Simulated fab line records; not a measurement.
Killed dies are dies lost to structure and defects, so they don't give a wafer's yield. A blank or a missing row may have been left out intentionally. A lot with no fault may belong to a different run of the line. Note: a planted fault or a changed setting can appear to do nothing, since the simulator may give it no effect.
Matching of chambers ; flow n5-finfet ; N5_BEOL_M3_STRIP_36 on rie-diel-06 has 4 sister chambers
The step strips in N2/H2. 8 wafers are shown with their chamber, then 7 later ones without.

## WAFERS PAIRED WITH THEIR CHAMBERS
wafer;chamber;throttle-valve-pct (%);drypump-motor-current-A (A)
L075.4;1;23.9;6.0
L082.1;2;23.4;6.0
L082.4;1;23.6;6.0
L083.1;3;24.4;5.9
L083.2;0;23.1;5.9
L083.4;2;23.4;6.0
L085.2;0;23.1;5.8
L085.3;3;24.4;5.8

## WAFERS MISSING THEIR CHAMBER
wafer;throttle-valve-pct (%);drypump-motor-current-A (A)
L085.6;23.1;5.9
L086.1;23.4;6.0
L086.3;23.1;5.8
L086.6;23.6;5.9
L087.1;23.6;6.0
L087.3;23.1;5.9
L087.6;23.5;6.0

## EACH ONE'S CHAMBER
wafer;from the rows above;in truth
L085.6;0;0
L086.1;2;2
L086.3;0;0
L086.6;can't be placed: 1 or 2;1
L087.1;can't be placed: 1 or 2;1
L087.3;0;0
L087.6;can't be placed: 2 or 1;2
Correctly placed: 4 of 7. Unplaceable from these rows: 3, with the true chamber sitting among the candidates in 3. Wrongly placed: 0.
How it was worked out, from the rows above alone: a wafer's distance from a chamber is the root of the sum, over the readings, of the square of ((its reading less the chamber's mean) divided by the reading's scatter). The wafer belongs to the nearest chamber; if the next one is less than 2 further off, it can't be placed. For every chamber, the mean is computed from those of its wafers that are shown. The scatter: the root of (the sum of the squares of (reading less its chamber's mean) over the shown wafers, divided by (wafers less chambers)).
